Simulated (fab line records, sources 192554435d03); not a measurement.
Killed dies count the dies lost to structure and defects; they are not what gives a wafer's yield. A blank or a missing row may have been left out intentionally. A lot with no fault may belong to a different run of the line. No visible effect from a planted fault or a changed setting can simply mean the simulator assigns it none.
Lot-split experiment -- flow n5_finfet -- route with 1938 steps; 7 lots, 39 wafers read

## THE SPLIT
At N5_BEOL_M6_ILD_DEP_00 (deposits SiCOH lowk from DEMS/porogen, target thk 179.75 nm, time 33.4 s), the setting target_thk_a was moved away from the recipe's 1797.5 angstrom on 12 of the 39 wafers read, by -48.1% to +35.0%. This setting was run at the recipe's value on the other wafers.

## FROM THE SPLIT ON TO THE READING: in between, the file shows 1 step
- N5_BEOL_M6_CURE_74: cures SiCOH lowk, time 240 s

## THE READING
M6_ILD_THK, in nm, at N5_BEOL_M6_THK_MEAS_01. On this fab line, fault-free wafers typically give 155.3 nm with a standard deviation of 1.8 nm.

wafer,"tool, chamber at the split","target_thk_a as run, angstrom",against the recipe,"M6_ILD_THK, nm",against lot-mates on the recipe
L075.3,"pecvd-01, 2",1797.5,recipe,153.5,-
L075.4,"pecvd-01, 0",1797.5,recipe,158.8,-
L075.5,"pecvd-01, 1",1797.5,recipe,156.3,-
L077.1,"pecvd-01, 0",1797.5,recipe,155.0,-
L077.2,"pecvd-01, 1",977.4,-45.6%,84.0,-71.4
L077.3,"pecvd-01, 2",1797.5,recipe,155.9,-
L077.4,"pecvd-01, 1",977.4,-45.6%,85.1,-70.3
L077.5,"pecvd-01, 0",977.4,-45.6%,86.1,-69.3
L077.6,"pecvd-01, 2",1797.5,recipe,155.3,-
L081.1,"pecvd-03, 1",980.8,-45.4%,83.8,-73.7
L081.2,"pecvd-03, 0",980.8,-45.4%,85.4,-72.1
L081.3,"pecvd-03, 1",1797.5,recipe,158.9,-
L081.4,"pecvd-03, 0",1797.5,recipe,156.1,-
L081.5,"pecvd-03, 1",1797.5,recipe,157.5,-
L081.6,"pecvd-03, 0",980.8,-45.4%,86.9,-70.6
L090.1,"pecvd-03, 2",2426,+35.0%,209.4,+53.0
L090.2,"pecvd-03, 0",2426,+35.0%,210.3,+53.9
L090.3,"pecvd-03, 1",1797.5,recipe,154.3,-
L090.4,"pecvd-03, 0",2426,+35.0%,211.7,+55.3
L090.5,"pecvd-03, 2",1797.5,recipe,156.9,-
L090.6,"pecvd-03, 1",1797.5,recipe,157.9,-
L091.1,"pecvd-03, 1",1797.5,recipe,155.3,-
L091.2,"pecvd-03, 0",1797.5,recipe,154.6,-
L091.3,"pecvd-03, 2",1797.5,recipe,153.9,-
L091.4,"pecvd-03, 1",1797.5,recipe,157.6,-
L091.5,"pecvd-03, 0",1797.5,recipe,157.6,-
L091.6,"pecvd-03, 2",1797.5,recipe,156.1,-
L092.1,"pecvd-03, 2",933.1,-48.1%,78.7,-77.5
L092.2,"pecvd-03, 1",933.1,-48.1%,80.1,-76.1
L092.3,"pecvd-03, 0",1797.5,recipe,154.6,-
L092.4,"pecvd-03, 0",1797.5,recipe,157.6,-
L092.5,"pecvd-03, 2",933.1,-48.1%,80.9,-75.3
L092.6,"pecvd-03, 1",1797.5,recipe,156.3,-
L097.1,"pecvd-01, 0,2",1797.5,recipe,153.7,-
L097.2,"pecvd-01, 1",1797.5,recipe,153.4,-
L097.3,"pecvd-01, 0,2",1797.5,recipe,153.8,-
L097.4,"pecvd-01, 0,1",1797.5,recipe,154.9,-
L097.5,"pecvd-01, 0,1",1797.5,recipe,154.9,-
L097.6,"pecvd-01, 2",1797.5,recipe,155.0,-
If several chambers appear in one row, that row covers several wafers at once and the file leaves open which wafer was in which chamber.

FIT RESULTS
A straight line over all 39 wafers: M6_ILD_THK changes by +1.56 nm for each +1% of target_thk_a; r = +1.00; the points scatter about the line by 1.5 nm.
The same after taking each lot's own level away (the mean of its wafers on the recipe; 39 wafers): +1.57 nm for each +1%; r = +1.00; scatter 1.3 nm.
The reading moves by 75 nm for the largest change in target_thk_a, on that fit.
Across the lots, their own levels run from 154.28 to 157.50 nm, a range of 1.8 times the standard deviation given above.
Hence the lot-to-lot level has little effect on the slope; both slopes agree.
Check: with one of the wafers moved furthest among these (-48.1%) left out of the fit, the line predicts -75.2 nm for it against its lot-mates. It came out at -77.5 nm against them.

## THESE WAFERS: OTHER SPLITS
Note: prior to the reading, these wafers also went through further splits. Each is held against what the fit with the lots' levels taken away leaves over:
other split on the same wafers,wafers away from the commonest value,r with M6_ILD_THK (lot level and that fit taken away)
N5_BEOL_M4_TRENCH_ETCH_37 time_s,15,+0.04

## THE WHOLE CHAIN: every reading that the file lists as answering this split, in the file's order
step,what it does,reading,change (the file's fit),r (the file's)
N5_BEOL_M6_ILD_DEP_00,"deposits SiCOH lowk from DEMS/porogen, target thk 179.75 nm, time 33.4 s","SiCOH_lowk_of_BEOL_M6_ILD_DEP_00.thk_nm (the simulator's own value, which no gauge read)",+1.81 nm for each +1% of the setting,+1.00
N5_BEOL_M6_CURE_74,"cures SiCOH lowk, time 240 s","SiCOH_lowk_of_BEOL_M6_ILD_DEP_00.thk_nm (the simulator's own value, which no gauge read)",+1.57 nm for each +1% of the setting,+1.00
N5_BEOL_M6_THK_MEAS_01,,M6_ILD_THK,+1.57 for each +1% of the setting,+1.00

## FILE'S OWN FIT
M6_ILD_THK changes by +1.57 nm for each +1% of target_thk_a, r = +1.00.
